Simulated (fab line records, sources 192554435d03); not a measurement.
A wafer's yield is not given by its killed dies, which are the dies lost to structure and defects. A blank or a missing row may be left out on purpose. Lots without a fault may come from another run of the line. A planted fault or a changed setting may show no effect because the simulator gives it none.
The tool behind it: which one? || flow n5Finfet || 31 wafers from 11 lots sampled at 4 of the route's 1938 steps

## WHAT THE GAUGES READ, wafer by wafer
N5_PASSIVATION_INSPECT_61: inspects for defects (macro). Usual: rawDefectCount at 2.2, with a standard deviation of 1.5.
{"lot": "L387", "measured": "day 12 08:35", "on": "defectInspect-02", "rawDefectCount": "3 0 2", "flag": ""}
{"lot": "L389", "measured": "day 12 08:34", "on": "defectInspect-01", "rawDefectCount": "1 0 5", "flag": ""}
{"lot": "L393", "measured": "day 12 20:07", "on": "defectInspect-02", "rawDefectCount": "0 5", "flag": ""}
{"lot": "L392", "measured": "day 12 22:15", "on": "defectInspect-02", "rawDefectCount": "2 2", "flag": ""}
{"lot": "L396", "measured": "day 13 16:01", "on": "defectInspect-01", "rawDefectCount": "2 2 2", "flag": ""}
{"lot": "L394", "measured": "day 13 21:14", "on": "defectInspect-01", "rawDefectCount": "2 3 0", "flag": ""}
{"lot": "L402", "measured": "day 16 04:25", "on": "defectInspect-01", "rawDefectCount": "1 4 4", "flag": ""}
{"lot": "L403", "measured": "day 16 11:14", "on": "defectInspect-02", "rawDefectCount": "6 2 0", "flag": ""}
{"lot": "L404", "measured": "day 16 11:24", "on": "defectInspect-02", "rawDefectCount": "0 1 3", "flag": ""}
{"lot": "L406", "measured": "day 16 12:42", "on": "defectInspect-01", "rawDefectCount": "1 2 3", "flag": ""}
{"lot": "L405", "measured": "day 17 03:50", "on": "defectInspect-01", "rawDefectCount": "5 4 4", "flag": ""}

## EACH LOT AND THE TOOL THAT RAN IT (in order: tool; ch and the chambers of the sampled wafers; start)
{"lot": "L387", "N5_MIM_TOP_LITHO_DESCUM_10": "rieDiel-03 ch 1,3, day 12 05:03", "N5_MIM_BOT_ETCH_ETCH_03": "rieMetal-03 ch 0, day 12 06:23", "N5_PASSIVATION_EXPOSE_07": "krfScanner-01 ch 0, day 12 08:22"}
{"lot": "L389", "N5_MIM_TOP_LITHO_DESCUM_10": "rieDiel-06 ch 1,2,3, day 12 05:04", "N5_MIM_BOT_ETCH_ETCH_03": "rieMetal-02 ch 0, day 12 06:28", "N5_PASSIVATION_EXPOSE_07": "krfScanner-01 ch 0, day 12 08:20"}
{"lot": "L393", "N5_MIM_TOP_LITHO_DESCUM_10": "rieDiel-06 ch 1,3, day 12 16:13", "N5_MIM_BOT_ETCH_ETCH_03": "rieMetal-01 ch 0,1, day 12 17:16", "N5_PASSIVATION_EXPOSE_07": "krfScanner-02 ch 0, day 12 19:53"}
{"lot": "L392", "N5_MIM_TOP_LITHO_DESCUM_10": "rieDiel-04 ch 1,2, day 12 19:21", "N5_MIM_BOT_ETCH_ETCH_03": "rieMetal-03 ch 0,1, day 12 20:33", "N5_PASSIVATION_EXPOSE_07": "krfScanner-02 ch 0, day 12 22:02"}
{"lot": "L396", "N5_MIM_TOP_LITHO_DESCUM_10": "rieDiel-04 ch 2,3, day 13 13:49", "N5_MIM_BOT_ETCH_ETCH_03": "rieMetal-03 ch 0,1, day 13 14:52", "N5_PASSIVATION_EXPOSE_07": "krfScanner-02 ch 0, day 13 15:47"}
{"lot": "L394", "N5_MIM_TOP_LITHO_DESCUM_10": "rieDiel-06 ch 1,2, day 13 17:05", "N5_MIM_BOT_ETCH_ETCH_03": "rieMetal-02 ch 1, day 13 18:12", "N5_PASSIVATION_EXPOSE_07": "krfScanner-01 ch 0, day 13 21:01"}
{"lot": "L402", "N5_MIM_TOP_LITHO_DESCUM_10": "rieDiel-03 ch 0,2, day 15 23:33", "N5_MIM_BOT_ETCH_ETCH_03": "rieMetal-01 ch 0,1, day 16 00:39", "N5_PASSIVATION_EXPOSE_07": "krfScanner-01 ch 0, day 16 04:11"}
{"lot": "L403", "N5_MIM_TOP_LITHO_DESCUM_10": "rieDiel-06 ch 1,2, day 16 06:20", "N5_MIM_BOT_ETCH_ETCH_03": "rieMetal-02 ch 0,1, day 16 07:28", "N5_PASSIVATION_EXPOSE_07": "krfScanner-01 ch 0, day 16 11:01"}
{"lot": "L404", "N5_MIM_TOP_LITHO_DESCUM_10": "rieDiel-04 ch 0,1,2, day 16 07:15", "N5_MIM_BOT_ETCH_ETCH_03": "rieMetal-02 ch 0,1, day 16 08:50", "N5_PASSIVATION_EXPOSE_07": "krfScanner-02 ch 0, day 16 11:10"}
{"lot": "L406", "N5_MIM_TOP_LITHO_DESCUM_10": "rieDiel-04 ch 1,2, day 16 09:51", "N5_MIM_BOT_ETCH_ETCH_03": "rieMetal-02 ch 0,1, day 16 10:46", "N5_PASSIVATION_EXPOSE_07": "krfScanner-02 ch 0, day 16 12:29"}
{"lot": "L405", "N5_MIM_TOP_LITHO_DESCUM_10": "rieDiel-06 ch 1,2, day 16 22:02", "N5_MIM_BOT_ETCH_ETCH_03": "rieMetal-02 ch 0,1, day 16 23:22", "N5_PASSIVATION_EXPOSE_07": "krfScanner-02 ch 0, day 17 03:36"}
- N5_MIM_TOP_LITHO_DESCUM_10: chemistry O2, time 7.9 s.
- N5_MIM_BOT_ETCH_ETCH_03: etches the open film in Cl2/BCl3, target depth 12 nm.
- N5_PASSIVATION_EXPOSE_07: exposes mask TV, defocus 0 nm, target cd 3000 nm.

## WHAT THE TOOLS THEMSELVES READ (means of the sampled wafers that have a number; where no wafer has one, the mark that the record gives instead)
N5_MIM_TOP_LITHO_DESCUM_10. Usual: for biasPowerW, 19.99 W with a standard deviation of 0.059; for drypumpMotorCurrentA, 6.1 A with a standard deviation of 0.4; for o2FlowSccm, 225.0 sccm with a standard deviation of 0.67; for oesProductAu, 0.81 a.u. with a standard deviation of 0.089; for rfVppV, 243.1 V with a standard deviation of 1.3; for showerheadPlenumPTorr, 2.10 Torr with a standard deviation of 0.066; for throttleValvePct, 20.39 % with a standard deviation of 0.23.
{"lot": "L387", "tool": "rieDiel-03", "biasPowerW (W)": 19.94, "drypumpMotorCurrentA (A)": 5.8, "o2FlowSccm (sccm)": 225.5, "oesProductAu (a.u.)": 0.70, "rfVppV (V)": 242.8, "showerheadPlenumPTorr (Torr)": 2.10, "throttleValvePct (%)": 20.57, "flag": ""}
{"lot": "L389", "tool": "rieDiel-06", "biasPowerW (W)": 19.99, "drypumpMotorCurrentA (A)": 6.0, "o2FlowSccm (sccm)": 224.4, "oesProductAu (a.u.)": 0.83, "rfVppV (V)": 243.0, "showerheadPlenumPTorr (Torr)": 2.08, "throttleValvePct (%)": 20.36, "flag": ""}
{"lot": "L393", "tool": "rieDiel-06", "biasPowerW (W)": 20.02, "drypumpMotorCurrentA (A)": 6.0, "o2FlowSccm (sccm)": 225.6, "oesProductAu (a.u.)": 0.79, "rfVppV (V)": 243.2, "showerheadPlenumPTorr (Torr)": 2.09, "throttleValvePct (%)": 20.30, "flag": ""}
{"lot": "L392", "tool": "rieDiel-04", "biasPowerW (W)": 20.01, "drypumpMotorCurrentA (A)": 6.0, "o2FlowSccm (sccm)": 225.2, "oesProductAu (a.u.)": 0.74, "rfVppV (V)": 243.4, "showerheadPlenumPTorr (Torr)": 2.09, "throttleValvePct (%)": 20.48, "flag": ""}
{"lot": "L396", "tool": "rieDiel-04", "biasPowerW (W)": 20.04, "drypumpMotorCurrentA (A)": 6.0, "o2FlowSccm (sccm)": 225.3, "oesProductAu (a.u.)": 0.91, "rfVppV (V)": 243.1, "showerheadPlenumPTorr (Torr)": 2.12, "throttleValvePct (%)": 20.16, "flag": ""}
{"lot": "L394", "tool": "rieDiel-06", "biasPowerW (W)": 20.01, "drypumpMotorCurrentA (A)": 6.4, "o2FlowSccm (sccm)": 224.9, "oesProductAu (a.u.)": 0.88, "rfVppV (V)": 242.8, "showerheadPlenumPTorr (Torr)": 2.10, "throttleValvePct (%)": 20.21, "flag": ""}
{"lot": "L402", "tool": "rieDiel-03", "biasPowerW (W)": 19.96, "drypumpMotorCurrentA (A)": 6.0, "o2FlowSccm (sccm)": 225.2, "oesProductAu (a.u.)": 0.82, "rfVppV (V)": 243.8, "showerheadPlenumPTorr (Torr)": 2.13, "throttleValvePct (%)": 20.73, "flag": ""}
{"lot": "L403", "tool": "rieDiel-06", "biasPowerW (W)": 20.01, "drypumpMotorCurrentA (A)": 6.4, "o2FlowSccm (sccm)": 225.1, "oesProductAu (a.u.)": 0.85, "rfVppV (V)": 243.7, "showerheadPlenumPTorr (Torr)": 2.09, "throttleValvePct (%)": 20.24, "flag": ""}
{"lot": "L404", "tool": "rieDiel-04", "biasPowerW (W)": 19.98, "drypumpMotorCurrentA (A)": 6.1, "o2FlowSccm (sccm)": 224.6, "oesProductAu (a.u.)": 0.79, "rfVppV (V)": 242.5, "showerheadPlenumPTorr (Torr)": 2.04, "throttleValvePct (%)": 20.33, "flag": ""}
{"lot": "L406", "tool": "rieDiel-04", "biasPowerW (W)": 19.98, "drypumpMotorCurrentA (A)": 5.9, "o2FlowSccm (sccm)": 225.3, "oesProductAu (a.u.)": 0.82, "rfVppV (V)": 241.9, "showerheadPlenumPTorr (Torr)": 2.06, "throttleValvePct (%)": 20.38, "flag": ""}
{"lot": "L405", "tool": "rieDiel-06", "biasPowerW (W)": 19.96, "drypumpMotorCurrentA (A)": 6.2, "o2FlowSccm (sccm)": 224.8, "oesProductAu (a.u.)": 0.84, "rfVppV (V)": 243.0, "showerheadPlenumPTorr (Torr)": 2.07, "throttleValvePct (%)": 20.39, "flag": ""}

N5_MIM_BOT_ETCH_ETCH_03. Usual: drypumpMotorCurrentA 5.7 A, standard deviation 0.45; oesProductAu 0.86 a.u., standard deviation 0.097; throttleValvePct 27.6 %, standard deviation 0.43.
{"lot": "L387", "tool": "rieMetal-03", "drypumpMotorCurrentA (A)": 6.3, "oesProductAu (a.u.)": 0.80, "throttleValvePct (%)": 27.9, "flag": ""}
{"lot": "L389", "tool": "rieMetal-02", "drypumpMotorCurrentA (A)": 5.9, "oesProductAu (a.u.)": 0.63, "throttleValvePct (%)": 27.9, "flag": ""}
{"lot": "L393", "tool": "rieMetal-01", "drypumpMotorCurrentA (A)": 5.3, "oesProductAu (a.u.)": 0.92, "throttleValvePct (%)": 27.8, "flag": ""}
{"lot": "L392", "tool": "rieMetal-03", "drypumpMotorCurrentA (A)": 5.8, "oesProductAu (a.u.)": 0.80, "throttleValvePct (%)": 27.5, "flag": ""}
{"lot": "L396", "tool": "rieMetal-03", "drypumpMotorCurrentA (A)": 6.0, "oesProductAu (a.u.)": 0.79, "throttleValvePct (%)": 27.6, "flag": ""}
{"lot": "L394", "tool": "rieMetal-02", "drypumpMotorCurrentA (A)": 5.7, "oesProductAu (a.u.)": 0.99, "throttleValvePct (%)": 27.3, "flag": ""}
{"lot": "L402", "tool": "rieMetal-01", "drypumpMotorCurrentA (A)": 5.5, "oesProductAu (a.u.)": 0.88, "throttleValvePct (%)": 27.6, "flag": ""}
{"lot": "L403", "tool": "rieMetal-02", "drypumpMotorCurrentA (A)": 5.9, "oesProductAu (a.u.)": 0.93, "throttleValvePct (%)": 27.2, "flag": ""}
{"lot": "L404", "tool": "rieMetal-02", "drypumpMotorCurrentA (A)": 5.9, "oesProductAu (a.u.)": 0.94, "throttleValvePct (%)": 27.3, "flag": ""}
{"lot": "L406", "tool": "rieMetal-02", "drypumpMotorCurrentA (A)": 5.8, "oesProductAu (a.u.)": 0.95, "throttleValvePct (%)": 27.3, "flag": ""}
{"lot": "L405", "tool": "rieMetal-02", "drypumpMotorCurrentA (A)": 5.8, "oesProductAu (a.u.)": 0.93, "throttleValvePct (%)": 27.2, "flag": ""}

N5_PASSIVATION_EXPOSE_07. Usual: exposureDoseMJCm2 at 22.754, with a standard deviation of 0.021.
{"lot": "L387", "tool": "krfScanner-01", "exposureDoseMJCm2": 22.726, "flag": ""}
{"lot": "L389", "tool": "krfScanner-01", "exposureDoseMJCm2": 22.764, "flag": ""}
{"lot": "L393", "tool": "krfScanner-02", "exposureDoseMJCm2": 22.761, "flag": ""}
{"lot": "L392", "tool": "krfScanner-02", "exposureDoseMJCm2": 22.756, "flag": ""}
{"lot": "L396", "tool": "krfScanner-02", "exposureDoseMJCm2": 22.758, "flag": ""}
{"lot": "L394", "tool": "krfScanner-01", "exposureDoseMJCm2": 22.757, "flag": ""}
{"lot": "L402", "tool": "krfScanner-01", "exposureDoseMJCm2": 23.283, "flag": "OFF"}
{"lot": "L403", "tool": "krfScanner-01", "exposureDoseMJCm2": 23.329, "flag": "OFF"}
{"lot": "L404", "tool": "krfScanner-02", "exposureDoseMJCm2": 22.774, "flag": ""}
{"lot": "L406", "tool": "krfScanner-02", "exposureDoseMJCm2": 22.751, "flag": ""}
{"lot": "L405", "tool": "krfScanner-02", "exposureDoseMJCm2": 22.749, "flag": ""}

## THE ANSWER, worked out from the rows above alone
Rule: a lot counts as off when the mean over its wafers that have a number is more than 3 standard deviations away from the usual mean. Also off: a lot with no number at a reading for which 4 or more lots have one. Any other lot the step has rows for is counted as sound. First the gauges in route order, then the tools' own readings, where a lot's mean is used as printed above. At the first step where some lot is off, the reading lying furthest off is the one used; lots without a number count as furthest.
Off: L402, L403, at N5_PASSIVATION_EXPOSE_07 (exposureDoseMJCm2).
A tool fits if, at that step or a process step before it, it ran every lot that is off, and no sound lot after the first of them. One fits: N5_PASSIVATION_EXPOSE_07 on krfScanner-01. Its last sound lot is L394 (day 13 21:01), its first lot that is off L402 (day 16 04:11): a fault that began between those two fits.
The tool's own readings at N5_PASSIVATION_EXPOSE_07 bear it out: on the lots that are off they differ by more than 5 times the standard deviation of the sound lots' means. exposureDoseMJCm2 reads 23.306 there against 22.755 on the sound lots.

## WHAT HAD BEEN PUT IN BY THE SIMULATOR
Drift in process parameters on krfScanner-01 at N5_PASSIVATION_EXPOSE_07, starting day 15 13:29. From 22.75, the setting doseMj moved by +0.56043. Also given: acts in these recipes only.
Lots struck among those shown: L402, L403. The rule above reached the same finding.
